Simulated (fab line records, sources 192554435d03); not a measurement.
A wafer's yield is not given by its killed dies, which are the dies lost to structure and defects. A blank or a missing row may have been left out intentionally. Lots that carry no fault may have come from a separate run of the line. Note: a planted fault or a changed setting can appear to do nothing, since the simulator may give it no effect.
A lot that was struck, set against a sound lot	flow n5-finfet	25 steps out of a route of 1938
Sound: wafers L936.1, L936.2, L936.6. Struck: wafer L951.1 (left out: L951.3, L951.4 of the same lot, which were not struck); the cause appears at the end.
Order at every step that has rows: each side's tool, ch and its chambers, its first start. Under that, the readings that differ: sound wafers	struck wafers	difference of the means	sigmas: that difference in standard deviations of wafers without a fault.
alike: readings with means less than 2 such deviations apart, plus words and numbers identical on both sides. not compared: withheld readings, readings lacking a value on some wafer, bounds such as >300 that could conceal the same value, and numbers that have no deviation in the record and whose values overlap.
The two part at a step that has a row with sigmas, a row that says differs or no value, or rows on one side only. Non-overlapping numbers with no deviation appear without sigmas and do not part them. A reading that every wafer of one side lacks parts them only if that side has two wafers or more.

first, 9 steps without rows for these wafers: N5_BEOL_M11_COAT_60 (time 60 s, resist thk 30 nm); N5_BEOL_M11_COAT_05 (resist thk 90 nm); N5_BEOL_M11_EBR_07; N5_BEOL_M11_SOFTBAKE_06 (time 60 s); N5_BEOL_M11_EXPOSE_08 (exposes mask M11); N5_BEOL_M11_PEB_09 (peb time 60 s); N5_BEOL_M11_DEVELOP_10 (develop time 30 s); N5_BEOL_M11_DESCUM_16 (chemistry O2, time 7.9 s); N5_BEOL_M11_ETCH_61 (etches SiARC in CF4, target depth 39 nm, time 65 s).
N5_BEOL_M11_ETCH_62: etches SOC in N2/H2, target depth 110 nm, overetch 22 nm, time 165 s.
  sound on rie-diel-06 ch 1,3, day 11 03:14; struck on rie-diel-06 ch 2, day 15 12:12
reading	sound	struck	difference	sigmas
drypump-motor-current-A (A)	5.4 5.2 5.2	6.1	+0.8	+2
  alike: chamber-pressure-mTorr, oes-product-au, rf-vpp-V, showerhead-plenum-p-Torr, throttle-valve-pct
  not compared: rf-hours-counter-h
then, 12 steps without rows for these wafers: N5_BEOL_M11_STRIP_68 (strips in N2/H2); N5_BEOL_M11_STRIP_67 (strips in CF4); N5_BEOL_M11_HM_OPEN_17 (chemistry Cl2/BCl3, target TiN, target depth 20 nm, overetch 6 nm); N5_BEOL_M11_STRIP_19 (strips in O2); N5_BEOL_M11_COAT_63 (time 60 s, resist thk 100 nm); N5_BEOL_M11_COAT_64 (time 60 s, resist thk 30 nm); N5_BEOL_M11_COAT_22 (resist thk 90 nm); N5_BEOL_M11_EBR_24; N5_BEOL_M11_SOFTBAKE_23 (time 60 s); N5_BEOL_M11_EXPOSE_25 (exposes mask V10); N5_BEOL_M11_PEB_26 (peb time 60 s); N5_BEOL_M11_DEVELOP_27 (develop time 30 s).
N5_BEOL_M11_INSPECT_30: inspects for defects (brightfield).
  struck on defect-inspect-01, day 15 13:20; sound on defect-inspect-02, day 11 05:29
reading	sound	struck	difference	sigmas
raw-defect-count	547 462 526	1386	+874	+10
then, 1 step without rows for these wafers: N5_BEOL_M11_DESCUM_33 (chemistry O2, time 7.9 s).
-- record jumps: 2 days separate the struck wafers' starts on either side; left off in module BEOL_M11, taken up again in module PASSIVATION, whose first shown step is the route's number 1936 --
N5_PASSIVATION_PROBE_49:
  the record has rows for the struck wafers here (prober-02, day 17 13:36) and none for the sound ones

== WHERE THEY PART ==
Last at N5_PASSIVATION_PROBE_49 as far as this record goes, first at N5_BEOL_M11_ETCH_62.

WHY: what had been put in by the simulator
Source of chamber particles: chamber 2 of rie-diel-06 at N5_BEOL_M11_ETCH_62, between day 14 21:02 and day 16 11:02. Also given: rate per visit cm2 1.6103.
